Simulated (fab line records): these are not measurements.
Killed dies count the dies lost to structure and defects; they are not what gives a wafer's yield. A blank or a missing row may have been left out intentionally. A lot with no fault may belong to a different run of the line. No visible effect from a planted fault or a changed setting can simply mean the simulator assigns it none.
Which tool is to blame? | flow n5 finfet | 24 lots with 72 wafers sampled at 4 steps, on a route of 1938 steps

## WHAT THE GAUGES SHOWED, per wafer
N5_BEOL_M14_THK_MEAS_01.
lot  | measured     | on            | M14_ILD_THK (nm)
L076 | day 12 21:47 | film metro-01 | 1125 1110 1137
L078 | day 13 18:07 | film metro-02 | 1100 1104 1110
L074 | day 13 21:31 | film metro-01 | 1118 1101 1132
L077 | day 13 21:51 | film metro-02 | 1102 1122 1122
L079 | day 13 22:14 | film metro-02 | 1137 1143 1140
L080 | day 14 02:45 | film metro-01 | 1102 1141 1125
L075 | day 14 15:02 | film metro-02 | 1114 1146 1132
L081 | day 14 17:32 | film metro-01 | 1099 1116 1132
L083 | day 15 02:51 | film metro-01 | 1124 1107 1140
L082 | day 15 10:30 | film metro-02 | 1116 1117 1126
L086 | day 15 20:28 | film metro-02 | 1109 1125 1113
L084 | day 16 02:34 | film metro-01 | 1109 1111 1118
L087 | day 16 03:56 | film metro-02 | 1138 1145 1132
L085 | day 16 09:01 | film metro-01 | 1111 1119 1121
L088 | day 16 21:40 | film metro-01 | 1145 1147 1119
L089 | day 16 22:52 | film metro-02 | 1134 1127 1152
L094 | day 17 01:49 | film metro-02 | 1096 1116 1122
L091 | day 17 02:20 | film metro-01 | 1126 1137 1131
L090 | day 17 14:10 | film metro-01 | 1106 1112 1132
L092 | day 17 16:50 | film metro-01 | 1116 1124 1130
L093 | day 17 17:48 | film metro-01 | 1128 1127 1153
L095 | day 19 00:49 | film metro-02 | 1103 1099 1103
L096 | day 19 01:03 | film metro-01 | 1101 1107 1116
L097 | day 19 21:15 | film metro-02 | 1100 1130 1131

N5_BEOL_M14_INSPECT_12: inspects for defects (macro).
lot  | measured     | on                | raw defect count
L076 | day 13 06:28 | defect inspect-02 | 2 1 2
L078 | day 13 18:36 | defect inspect-01 | 1 6 1
L074 | day 13 21:53 | defect inspect-02 | 4 3 0
L077 | day 13 22:13 | defect inspect-01 | 3 2 2
L079 | day 13 22:43 | defect inspect-01 | 1 1 4
L080 | day 14 03:07 | defect inspect-02 | 1 1 3
L075 | day 14 15:31 | defect inspect-02 | 3 2 0
L081 | day 14 17:54 | defect inspect-02 | 1 4 2
L083 | day 15 03:13 | defect inspect-01 | 2 2 4
L082 | day 15 10:52 | defect inspect-02 | 3 1 2
L086 | day 15 20:49 | defect inspect-01 | 1 2 3
L084 | day 16 03:03 | defect inspect-01 | 2 0 1
L087 | day 16 04:26 | defect inspect-01 | 2 1 1
L085 | day 16 09:39 | defect inspect-01 | 2 1 1
L088 | day 16 22:08 | defect inspect-01 | 1 1 5
L089 | day 16 23:13 | defect inspect-02 | 0 3 2
L094 | day 17 02:17 | defect inspect-01 | 3 1 4
L091 | day 17 02:49 | defect inspect-01 | 0 2 2
L090 | day 17 14:32 | defect inspect-02 | 1 3 1
L092 | day 17 17:19 | defect inspect-01 | 1 5 2
L093 | day 17 18:10 | defect inspect-02 | 0 2 3
L095 | day 19 01:10 | defect inspect-01 | 3 1 1
L096 | day 19 01:25 | defect inspect-01 | 1 1 2
L097 | day 19 21:37 | defect inspect-02 | 1 0 1

## EACH LOT AND THE TOOL THAT RAN IT (in order: tool; ch and the chambers of the sampled wafers; start)
lot  | N5_BEOL_M13_ETCH_38                | N5_BEOL_M13_CMP_49
L076 | rie diel-05 ch 0,1,2, day 12 19:27 | cmp-04 ch 0,3, day 12 21:02
L078 | rie diel-01 ch 1,2, day 13 16:10   | cmp-03 ch 0,2,3, day 13 17:29
L074 | rie diel-01 ch 0,2,3, day 13 19:36 | cmp-04 ch 0,2,3, day 13 20:53
L077 | rie diel-04 ch 0,1, day 13 19:36   | cmp-01 ch 0,1,3, day 13 21:15
L079 | rie diel-04 ch 0,2, day 13 19:58   | cmp-01 ch 1,2, day 13 21:34
L080 | rie diel-04 ch 0,1, day 14 00:40   | cmp-04 ch 0,1,2, day 14 02:02
L075 | rie diel-04 ch 0,1,2, day 14 12:49 | cmp-04 ch 0,2, day 14 14:22
L081 | rie diel-04 ch 1,2,3, day 14 15:40 | cmp-03 ch 0,2,3, day 14 16:56
L083 | rie diel-04 ch 1,2, day 15 01:05   | cmp-03 ch 0,1,3, day 15 02:13
L082 | rie diel-01 ch 0,3, day 15 07:26   | cmp-03 ch 0,1,2, day 15 09:52
L086 | rie diel-04 ch 0,2,3, day 15 18:32 | cmp-04 ch 0,2,3, day 15 19:42
L084 | rie diel-05 ch 0,2,3, day 16 00:10 | cmp-01 ch 0,1,3, day 16 01:53
L087 | rie diel-01 ch 0,2,3, day 16 02:08 | cmp-04 ch 1,2,3, day 16 03:10
L085 | rie diel-05 ch 1,2,3, day 16 06:49 | cmp-03 ch 0,2,3, day 16 08:25
L088 | rie diel-04 ch 0,1,2, day 16 19:50 | cmp-04 ch 0,1,3, day 16 21:01
L089 | rie diel-05 ch 1,2, day 16 21:01   | cmp-03 ch 0,2,3, day 16 22:11
L094 | rie diel-01 ch 2,3, day 16 23:54   | cmp-03 ch 2,3, day 17 01:06
L091 | rie diel-01 ch 1,3, day 17 00:07   | cmp-03 ch 0,2, day 17 01:41
L090 | rie diel-01 ch 0,1, day 17 12:08   | cmp-04 ch 1,3, day 17 13:30
L092 | rie diel-05 ch 0,1,3, day 17 14:41 | cmp-04 ch 0,2, day 17 16:03
L093 | rie diel-01 ch 0,1, day 17 15:44   | cmp-04 ch 0,1,3, day 17 17:09
L095 | rie diel-04 ch 0,1,2, day 18 22:12 | cmp-01 ch 0,1,2, day 19 00:08
L096 | rie diel-01 ch 0,1,3, day 18 23:04 | cmp-03 ch 1,2,3, day 19 00:22
L097 | rie diel-05 ch 1,2, day 19 19:11   | cmp-03 ch 0,1,3, day 19 20:41
- N5_BEOL_M13_ETCH_38: etches SiCN in CF4/N2, target depth 67.5 nm, time 71.9 s.
- N5_BEOL_M13_CMP_49: polishes, stops on SiOC, t overpolish 17.1 s, target thk 420 nm.

## WHAT THE TOOLS THEMSELVES READ (means of the sampled wafers that have a number; where no wafer has one, the mark that the record gives instead)
N5_BEOL_M13_ETCH_38.
lot  | tool        | drypump motor current A (A) | oes product au (a.u.) | rf vpp V (V) | showerhead plenum p Torr (Torr) | throttle valve pct (%)
L076 | rie diel-05 | 5.4                         | 0.76                  | 381.5        | 2.24                            | 15.65
L078 | rie diel-01 | 5.5                         | 0.79                  | 383.0        | 2.24                            | 15.36
L074 | rie diel-01 | 5.8                         | 0.85                  | 382.8        | 2.22                            | 15.46
L077 | rie diel-04 | 5.8                         | 0.90                  | 380.9        | 2.16                            | 15.38
L079 | rie diel-04 | 5.6                         | 0.81                  | 380.1        | 2.13                            | 15.38
L080 | rie diel-04 | 5.7                         | 0.85                  | 380.0        | 2.14                            | 15.42
L075 | rie diel-04 | 5.7                         | 0.81                  | 380.6        | 2.14                            | 15.41
L081 | rie diel-04 | 5.7                         | 0.85                  | 380.9        | 2.14                            | 15.46
L083 | rie diel-04 | 5.6                         | 0.77                  | 380.7        | 2.12                            | 15.44
L082 | rie diel-01 | 6.2                         | 0.85                  | 382.6        | 2.22                            | 15.56
L086 | rie diel-04 | 5.7                         | 0.86                  | 380.2        | 2.16                            | 15.42
L084 | rie diel-05 | 5.1                         | 0.74                  | 381.5        | 2.17                            | 15.58
L087 | rie diel-01 | 5.8                         | 0.83                  | 382.5        | 2.21                            | 15.49
L085 | rie diel-05 | 5.5                         | 0.78                  | 381.8        | 2.19                            | 15.54
L088 | rie diel-04 | 5.7                         | 0.79                  | 380.8        | 2.13                            | 15.45
L089 | rie diel-05 | 5.6                         | 0.76                  | 382.2        | 2.18                            | 15.64
L094 | rie diel-01 | 5.5                         | 0.80                  | 381.1        | 2.20                            | 15.44
L091 | rie diel-01 | 6.3                         | 0.86                  | 381.7        | 2.18                            | 15.35
L090 | rie diel-01 | 6.2                         | 0.93                  | 383.6        | 2.25                            | 15.20
L092 | rie diel-05 | 5.2                         | 0.86                  | 382.8        | 2.24                            | 15.47
L093 | rie diel-01 | 6.1                         | 0.88                  | 382.4        | 2.25                            | 15.41
L095 | rie diel-04 | 5.7                         | 0.78                  | 380.7        | 2.13                            | 15.47
L096 | rie diel-01 | 6.2                         | 0.85                  | 382.1        | 2.21                            | 15.40
L097 | rie diel-05 | 5.8                         | 0.76                  | 383.0        | 2.23                            | 15.72

N5_BEOL_M13_CMP_49.
lot  | tool   | barrier field endpoint s (s) | motor current A (A) | overpolish run s (s) | slurry filter dp kPa (kPa)
L076 | cmp-04 | 31.4                         | 6.3                 | 17.089               | 13.54
L078 | cmp-03 | 30.6                         | 5.9                 | 17.102               | 13.39
L074 | cmp-04 | 30.7                         | 6.6                 | 17.096               | 13.66
L077 | cmp-01 | 29.4                         | 5.9                 | 17.101               | 13.51
L079 | cmp-01 | 29.7                         | 6.7                 | 17.107               | 13.35
L080 | cmp-04 | 31.4                         | 5.8                 | 17.100               | 13.55
L075 | cmp-04 | 30.5                         | 5.7                 | 17.097               | 13.60
L081 | cmp-03 | 30.7                         | 5.8                 | 17.097               | 13.42
L083 | cmp-03 | 31.3                         | 5.7                 | 17.107               | 13.53
L082 | cmp-03 | 30.4                         | 5.7                 | 17.109               | 13.45
L086 | cmp-04 | 30.5                         | 6.4                 | 17.097               | 13.50
L084 | cmp-01 | 30.1                         | 5.9                 | 17.102               | 13.37
L087 | cmp-04 | 30.7                         | 6.0                 | 17.101               | 13.35
L085 | cmp-03 | 29.8                         | 5.9                 | 17.101               | 13.45
L088 | cmp-04 | 30.3                         | 5.8                 | 17.097               | 13.60
L089 | cmp-03 | 29.5                         | 5.8                 | 17.105               | 13.36
L094 | cmp-03 | 30.1                         | 5.7                 | 17.103               | 13.59
L091 | cmp-03 | 30.7                         | 5.7                 | 17.101               | 13.52
L090 | cmp-04 | 30.7                         | 5.7                 | 17.100               | 13.38
L092 | cmp-04 | 30.8                         | 5.7                 | 17.104               | 13.41
L093 | cmp-04 | 30.6                         | 6.0                 | 17.098               | 13.62
L095 | cmp-01 | 31.0                         | 6.3                 | 17.108               | 13.63
L096 | cmp-03 | 29.6                         | 5.7                 | 17.080               | 13.45
L097 | cmp-03 | 30.2                         | 5.7                 | 17.099               | 13.47

## THE ANSWER, worked out from the rows above alone
Rule: the lots themselves supply what counts as usual. Put in order of their means at a reading, lots are off if they are a third of the lots or fewer, leave a main group of 4 or more, and stand apart from it by a gap of 3 or more times the standard deviation of the main group's means; of several such gaps the widest counts. A main group is skipped when, at the precision printed for the reading in the tables above, its means are all equal. A lot without any number at a reading at which 4 lots or more have one is off too. Where the step has rows for the other lots, those lots are counted as sound. First the gauges in route order, then the tools' own readings, where a lot's mean is used as printed above. At the first step where some lot is off, the reading lying furthest off is the one used; lots without a number count as furthest.
Nothing can be told from this: no lot is off at any reading shown.

## WHAT THE SIMULATOR HAD INSERTED
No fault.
